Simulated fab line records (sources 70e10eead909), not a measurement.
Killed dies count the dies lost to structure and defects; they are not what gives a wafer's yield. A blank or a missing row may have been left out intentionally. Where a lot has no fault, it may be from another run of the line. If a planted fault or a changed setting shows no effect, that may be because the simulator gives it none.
Chamber matching + flow nand harc + NHARC_A_STAIRCASE_DEP_259 on pecvd-02: 3 sister chambers
The step deposits SiON, target thk 30 nm. 20 wafers are shown with their chamber, then 10 later ones without.

== EACH WAFER AND ITS CHAMBER ==
| wafer  | chamber | heater power w (W) |
|--------|---------|--------------------|
| L078.2 | 2       | 785                |
| L078.4 | 0       | 696                |
| L078.5 | 1       | 860                |
| L077.1 | 1       | 830                |
| L077.5 | 1       | 831                |
| L077.6 | 0       | 863                |
| L081.1 | 2       | 800                |
| L081.2 | 1       | 903                |
| L081.3 | 0       | 741                |
| L082.4 | 2       | 887                |
| L082.5 | 1       | 903                |
| L082.6 | 0       | 798                |
| L084.2 | 0       | 854                |
| L084.3 | 1       | 917                |
| L084.6 | 2       | 880                |
| L091.1 | 0       | 868                |
| L091.4 | 2       | 787                |
| L091.6 | 1       | 859                |
| L089.2 | 2       | 852                |
| L089.3 | 1       | 937                |

SIGNATURES (averages over the wafers above)
| reading        | chamber 0 | chamber 1 | chamber 2 | scatter within a chamber |
|----------------|-----------|-----------|-----------|--------------------------|
| heater power w | 803.33    | 880.00    | 831.83    | 53.2                     |
Rule: a wafer lies at a distance from a chamber equal to the root of the sum of squares, over the readings, of (its reading less the chamber's mean, divided by the reading's scatter). The wafer belongs to the nearest chamber; if the next one is less than 2 further off, it can't be placed. The scatter: the root of (the sum of the squares of (reading less its chamber's mean) over the shown wafers, divided by (wafers less chambers)).

== WAFERS MISSING THEIR CHAMBER ==
| wafer  | heater power w (W) |
|--------|--------------------|
| L089.6 | 904                |
| L092.2 | 886                |
| L092.3 | 885                |
| L092.5 | 912                |
| L094.1 | 881                |
| L094.3 | 815                |
| L094.5 | 908                |
| L095.2 | 844                |
| L095.4 | 804                |
| L095.5 | 818                |

== WHICH CHAMBER EACH ONE RAN IN ==
| wafer  | from the rows above          | in truth |
|--------|------------------------------|----------|
| L089.6 | can't be placed: 1 or 2 or 0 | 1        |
| L092.2 | can't be placed: 1 or 2 or 0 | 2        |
| L092.3 | can't be placed: 1 or 2 or 0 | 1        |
| L092.5 | can't be placed: 1 or 2 or 0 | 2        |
| L094.1 | can't be placed: 1 or 2 or 0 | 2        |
| L094.3 | can't be placed: 0 or 2 or 1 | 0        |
| L094.5 | can't be placed: 1 or 2 or 0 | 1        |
| L095.2 | can't be placed: 2 or 1 or 0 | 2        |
| L095.4 | can't be placed: 0 or 2 or 1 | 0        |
| L095.5 | can't be placed: 2 or 0 or 1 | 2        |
0 of 10 placed correctly. Not placeable from these rows: 10 (in 10, the candidates include the true chamber). Wrongly placed: 0.
